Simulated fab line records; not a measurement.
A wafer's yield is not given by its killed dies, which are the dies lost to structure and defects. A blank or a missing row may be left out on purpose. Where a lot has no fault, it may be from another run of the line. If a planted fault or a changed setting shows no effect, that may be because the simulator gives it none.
2 desks, one fault :: flow n5-finfet :: only its own numbers are on each desk; what lay behind them is given at the end

DESK OF THE TOOL OWNER: ald-sin-03
The tool's own readings at N5_BEOL_M0_SAQP_SPACER1_ALD_98 (deposits SiO2, target thk 12.8 nm, pulse time 1 s, purge time 2 s): means of the sampled wafers that have a number, for each lot that ran on this tool. The brackets show how far a lot's mean lies from the usual mean; more than 4 standard deviations puts the lot out of limits, marked OUT.
Columns: A = chamber-pressure-Torr at N5_BEOL_M0_SAQP_SPACER1_ALD_98, usual 2.000 Torr; B = heater-power-w at N5_BEOL_M0_SAQP_SPACER1_ALD_98, usual 480 W; C = precursor-pulse-height-rel at N5_BEOL_M0_SAQP_SPACER1_ALD_98, usual 0.999
lot: L490
first seen here: day 5 17:05
A: 1.999
B: 512
C: 1.001

lot: L492
first seen here: day 6 10:11
A: 1.995
B: 513
C: 0.979

lot: L501
first seen here: day 8 17:49
A: 2.002
B: 499
C: 0.989

lot: L505
first seen here: day 9 16:20
A: 1.997
B: 518
C: 1.016
This desk's verdict: no lot among the 4 shows anything out of limits.

AT THE METROLOGY DESK
Lot by lot, what the gauges showed, no matter which tool ran the lot: averages of those sampled wafers that carry a number. The brackets show how far a lot's mean lies from the usual mean; more than 4 standard deviations puts the lot out of limits, marked OUT. Readings shown: 7 out of 11 (the first out of limits, and those lying furthest out on some lot).
Columns: A = cd-nm at N5_BEOL_M0_SAQP_CD_MEAS_25, usual 12.83 nm; B = DIBL_N at N5_BEOL_M4_RC_MEAS_101, usual 35.8 mV/V; C = DIBL_P at N5_BEOL_M4_RC_MEAS_101, usual 36.0 mV/V; D = IOFF_N at N5_BEOL_M4_RC_MEAS_101, usual 0.153 nA/um; E = IOFF_P at N5_BEOL_M4_RC_MEAS_101, usual 0.21 nA/um; F = ION_N at N5_BEOL_M4_RC_MEAS_101, usual 673 uA/um; G = SS_N at N5_BEOL_M4_RC_MEAS_101, usual 71.4 mV/dec
lot: L490
first seen here: day 5 17:52
A: 12.87
B: 36.1
C: 36.6
D: 0.147
E: 0.19
F: 673
G: 71.5

lot: L492
first seen here: day 6 10:52
A: 12.81
B: 38.1
C: 37.6
D: 0.171
E: 0.23
F: 681
G: 71.9

lot: L493
first seen here: day 6 10:55
A: 12.90
B: 37.2
C: 36.0
D: 0.185
E: 0.24
F: 691
G: 71.0

lot: L496
first seen here: day 7 05:15
A: 12.90
B: 32.9
C: 32.2
D: 0.108
E: 0.15
F: 653
G: 70.4

lot: L498
first seen here: day 7 19:31
A: 12.98
B: 35.6
C: 36.2
D: 0.152
E: 0.20
F: 682
G: 71.4

lot: L499
first seen here: day 8 06:56
A: 12.89
B: 35.9
C: 37.3
D: 0.174
E: 0.26
F: 674
G: 71.7

lot: L501
first seen here: day 8 18:29
A: 12.87
B: 34.6
C: 34.1
D: 0.131
E: 0.19
F: 666
G: 71.1

lot: L505
first seen here: day 9 17:00
A: 16.21 (+16) OUT
B: 37.0
C: 35.4
D: 0.149
E: 0.21
F: 668
G: 71.2

lot: L512
first seen here: day 11 10:34
A: 12.76
B: 36.0
C: 34.2
D: 0.147
E: 0.19
F: 669
G: 71.3
This desk's verdict: out of limits on L505, starting with L505 at day 9 17:00 (cd-nm at N5_BEOL_M0_SAQP_CD_MEAS_25). L490, L492, L493, L496, L498, L499, L501, L512 stayed within limits.

ALL TOGETHER
On L505, the metrology desk was in a position to raise an alarm at day 9 17:00.
Nothing out of limits was seen by the tool owner's desk.
The tool owner's desk has L505 on record, within its limits.
All the named lots went through N5_BEOL_M0_SAQP_SPACER1_ALD_98 on ald-sin-03.

WHAT HAD BEEN PUT IN BY THE SIMULATOR
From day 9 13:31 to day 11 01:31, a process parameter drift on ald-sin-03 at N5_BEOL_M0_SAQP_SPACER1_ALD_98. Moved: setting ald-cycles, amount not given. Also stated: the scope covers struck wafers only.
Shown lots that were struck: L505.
Per desk, hours elapsed from the start of the fault to the first reading out of limits: for the metrology desk, 3.
